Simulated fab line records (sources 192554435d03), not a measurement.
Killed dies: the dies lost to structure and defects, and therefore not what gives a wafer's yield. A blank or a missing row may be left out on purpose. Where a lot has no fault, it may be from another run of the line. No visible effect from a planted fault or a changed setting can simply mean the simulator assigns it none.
Problem report in the 8D (eight disciplines) form, filled by code :: flow n5_finfet :: the parts of the form that need people (team, actions taken, sign-off) are left out

## 1. WHAT WENT WRONG
At N5_DUMMY_GATE_ETCH_42, oes_product_au averages 1.07 a.u. over 2 wafers from 2 lots, while fault-free wafers read 0.75 a.u., standard deviation 0.053. That is +6.1 standard deviations from the usual mean.
The step: etches SiO2 in CHF3/O2, target depth 3.5 nm, time 31 s.
The first sign was on wafer L411.2 at day 4 18:26, on rie_diel-03. At this step, 27 wafers from 9 lots have a number in the record. The rule behind "out" and "out of limits": a value lying over 4 standard deviations away from the usual mean. All remaining wafers that have a number are taken as sound.

## 2. WHAT IT IS, WHAT IT ISN'T
question: which readings at this step
is: oes_product_au
is not: drypump_motor_current_A, oes_f_703_au, rf_vpp_V, showerhead_plenum_p_Torr, throttle_valve_pct

question: which lots
is: L411, L414
is not: L406, L408, L409, L420, L422, L424, L427

question: which wafers of those lots
is: L411.2, L414.2
is not: L411.3, L411.4, L414.4, L414.5

question: read on which tools
is: rie_diel-03
is not: rie_diel-02, rie_diel-04

question: when
is: from day 4 18:26
is not: up to then (11 sound wafers); but 14 sound wafers of L414, L420, L422, L424, L427 came after

## 3. SUSPECTS, AND WHAT RULES EACH OUT
Counting: if a tool at a process step up to the reading ran every lot that is out, it stays a suspect. Sound lots after the first of them don't rule it out here, since some wafers of a struck lot are sound.
- rie_diel-03 at N5_DUMMY_GATE_ETCH_42 (etches SiO2 in CHF3/O2, target depth 3.5 nm, time 31 s): kept. Every lot that is out went through it, the first being L411 (day 4 18:26); the last sound lot it ran before that was L406 (day 3 12:16). Its own oes_product_au readings are out on those wafers.
The count leaves rie_diel-03 at N5_DUMMY_GATE_ETCH_42.

## 4. THE CAUSE (what the simulator had put in)
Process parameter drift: rie_diel-03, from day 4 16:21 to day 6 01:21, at N5_DUMMY_GATE_ETCH_42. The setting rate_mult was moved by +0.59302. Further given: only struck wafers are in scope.
After counting, this tool was the only one left.

## 5. SEQUENCE OF EFFECTS, ordered by route
Rows list readings where the struck wafers' mean (over those with a number) sits beyond 3 standard deviations from the usual. Only readings for which the record gives a usual standard deviation are gone through. hours: the time from each lot's start at the first step in this table that gives one to its start at this step, as a median over the lots. sigmas: the change in usual standard deviations.
hours: 0
step: N5_DUMMY_GATE_ETCH_42
reading: oes_product_au
usual: 0.75 a.u.
on struck wafers: 1.07
change: +0.32
sigmas: +6.1
Process steps it contains:
- N5_DUMMY_GATE_ETCH_42: etches SiO2 in CHF3/O2, target depth 3.5 nm, time 31 s.
Later measuring or inspecting steps at which every struck wafer that the step has a row for has a number for every such reading, and none has moved that far: N5_BEOL_M4_RC_MEAS_101.

## 6. HOW IT WOULD HAVE BEEN CAUGHT EARLIER
In this record no reading fell out of limits until day 4 18:26, 2 hours after the fault had begun at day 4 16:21.
